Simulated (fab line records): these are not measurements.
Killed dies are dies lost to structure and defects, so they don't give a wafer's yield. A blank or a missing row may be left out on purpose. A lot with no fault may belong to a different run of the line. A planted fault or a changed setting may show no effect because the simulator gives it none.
Struck lot and sound lot, side by side || flow n5Finfet || 39 steps out of a route of 1938
Sound: these wafers, L453.1, L453.3, L453.5. The struck wafers were L465.2, L465.3, L465.4. At the end, the cause is stated.
For every step that has rows: the tool of each side, followed by ch and its chambers, followed by its first start. Under that, the readings that differ: sound wafers || struck wafers || difference of the means || sigmas: that difference in standard deviations of wafers without a fault.
alike: same words and numbers on both sides, and readings whose means sit less than 2 such deviations apart. not compared: any withheld reading, any reading some wafer has no value for, any bound like >300 that may hide the same value, and any number with overlapping values for which the record gives no deviation.
Wherever a step has rows on one side only, a row that says differs or no value, or a row with sigmas, the two part there. When numbers do not overlap yet have no deviation, they are printed without sigmas and do not part them. Lack of a reading on every wafer of one side parts them only where that side has two or more wafers.

first, 9 steps without rows for these wafers: N5_BEOL_M4_ANNEAL_95 (time 240 s); N5_BEOL_M4_SPUTTER_96 (material Cu, target thk 4.5 nm, time 8.29 s); N5_BEOL_M4_ECD_50 (material Cu, target thk 300 nm); N5_BEOL_M4_ANNEAL_51 (time 90 s); N5_BEOL_M4_CMP_52 (polishes, stops on SiOC, t overpolish 6.8 s, target thk 40 nm); N5_BEOL_M4_PRE_CLEAN_60 (time 15 s); N5_BEOL_M4_CO_CAP_55 (material Co, precursor CCTBA/H2, target thk 2 nm, time 102.1 s); N5_BEOL_M4_PRE_CLEAN_56 (time 15 s); N5_BEOL_M4_DEP_57 (deposits SiCN from 3MS/NH3, target thk 8 nm, time 14 s).
N5_BEOL_M4_RC_MEAS_101:
  sound on prober-01 ch 0, day 10 00:04; struck on prober-01 ch 0, day 12 22:05
  alike: DIBL_N, DIBL_P, IOFF_N, IOFF_P, ION_N, ION_P, SS_N, SS_P, VT_N, VT_P
then, 24 steps without rows for these wafers: N5_BEOL_M5_ILD_DEP_00 (deposits SiCOH lowk from DEMS/porogen, target thk 140.64 nm, time 25.9 s); N5_BEOL_M5_CURE_79 (cures SiCOH lowk, time 240 s); N5_BEOL_M5_PECVD_70 (deposits SiO2 from TEOS/O2, target thk 16 nm, time 18 s); N5_BEOL_M5_HM_DEP_02 (deposits TiN, target thk 20 nm); N5_BEOL_M5_COAT_59 (time 60 s, resist thk 60 nm); N5_BEOL_M5_COAT_60 (time 60 s, resist thk 12 nm); N5_BEOL_M5_COAT_71 (time 60 s, resist thk 5 nm); N5_BEOL_M5_COAT_05 (resist thk 30 nm); N5_BEOL_M5_EBR_07; N5_BEOL_M5_SOFTBAKE_06 (time 60 s); N5_BEOL_M5_EXPOSE_08 (exposes mask M5, target cd 28 nm); N5_BEOL_M5_PEB_09 (peb time 60 s); N5_BEOL_M5_DEVELOP_10 (develop time 30 s); N5_BEOL_M5_DESCUM_16 (chemistry O2, time 7 s); N5_BEOL_M5_ETCH_72 (etches underlayer in N2/H2, target depth 6.5 nm, time 5.2 s); N5_BEOL_M5_ETCH_61 (etches SiARC in CF4, target depth 15.6 nm, time 26 s); N5_BEOL_M5_ETCH_62 (etches SOC in N2/H2, target depth 75 nm, overetch 15 nm, time 112.5 s); N5_BEOL_M5_STRIP_63 (strips in N2/H2); N5_BEOL_M5_STRIP_73 (strips in N2/H2); N5_BEOL_M5_STRIP_64 (strips in CF4); N5_BEOL_M5_HM_OPEN_17 (chemistry Cl2/BCl3, target TiN, target depth 20 nm, overetch 6 nm); N5_BEOL_M5_STRIP_19 (strips in O2); N5_BEOL_M5_COAT_65 (time 60 s, resist thk 60 nm); N5_BEOL_M5_COAT_66 (time 60 s, resist thk 12 nm).
-- record jumps: 4 days separate the struck wafers' starts on either side; left off in module BEOL_M5, taken up again in module BEOL_M15, whose first shown step is the route's number 1773 --
N5_BEOL_M15_ILD_DEP_00: deposits SiO2 from TEOS/O2, target thk 1629.3 nm, time 346.1 s.
  sound on pecvd-04 ch 1,2, day 14 01:11; struck on pecvd-04 ch 0,2, day 16 13:20
  alike: heaterPowerW, showerheadPlenumPTorr, throttleValvePct
N5_BEOL_M15_THK_MEAS_01:
  sound on filmMetro-01 at day 14 01:26; struck on filmMetro-02 at day 16 13:35
{"reading": "M15_ILD_THK (nm)", "sound": "1628 1620 1641", "struck": "1327 1342 1362", "difference": -286, "sigmas": -11}
N5_BEOL_M15_THK_MEAS_50: measures by xrf.
  sound on filmMetro-01 at day 14 05:59; struck on filmMetro-01 at day 16 19:33
  not compared: M15_THK
N5_BEOL_M15_RS_MEAS_54: a four-point-probe measurement.
  sound on filmMetro-01 at day 14 06:07; struck on filmMetro-01 at day 16 19:41
  not compared: M15_RS
N5_PASSIVATION_PROBE_49:
  sound on prober-02 at day 14 21:59; struck on prober-01 at day 17 13:11
{"reading": "defectLimitedYield (%)", "sound": "91.7 90.6 94.2", "struck": "62.2 66.0 64.4", "difference": -28.0, "sigmas": -19}
{"reading": "killed_at_M4_up", "sound": "26 24 28", "struck": "371 326 352", "difference": "+324", "sigmas": "+59"}
{"reading": "killedDies", "sound": "98 111 69", "struck": "446 401 420", "difference": "+330", "sigmas": "+19"}
{"reading": "sort_bin_5_function (%)", "sound": "4.4 5.3 3.1", "struck": "34.1 30.8 33.0", "difference": "+28.4", "sigmas": "+28"}
{"reading": "sortNPass", "sound": "1082 1069 1111", "struck": "734 779 760", "difference": -330, "sigmas": -19}
{"reading": "sortYieldPct (%)", "sound": "91.7 90.6 94.2", "struck": "62.2 66.0 64.4", "difference": -28.0, "sigmas": -19}
  alike: killed_at_M0_to_M3, killedAtContacts, killedAtFrontEnd, killedAtOther, killedOpen, killedShort, sort_bin_6_memory

## WHERE THEY PART
Earliest at N5_BEOL_M15_THK_MEAS_01; latest, in this record, at N5_PASSIVATION_PROBE_49.

WHY: what had been put in by the simulator
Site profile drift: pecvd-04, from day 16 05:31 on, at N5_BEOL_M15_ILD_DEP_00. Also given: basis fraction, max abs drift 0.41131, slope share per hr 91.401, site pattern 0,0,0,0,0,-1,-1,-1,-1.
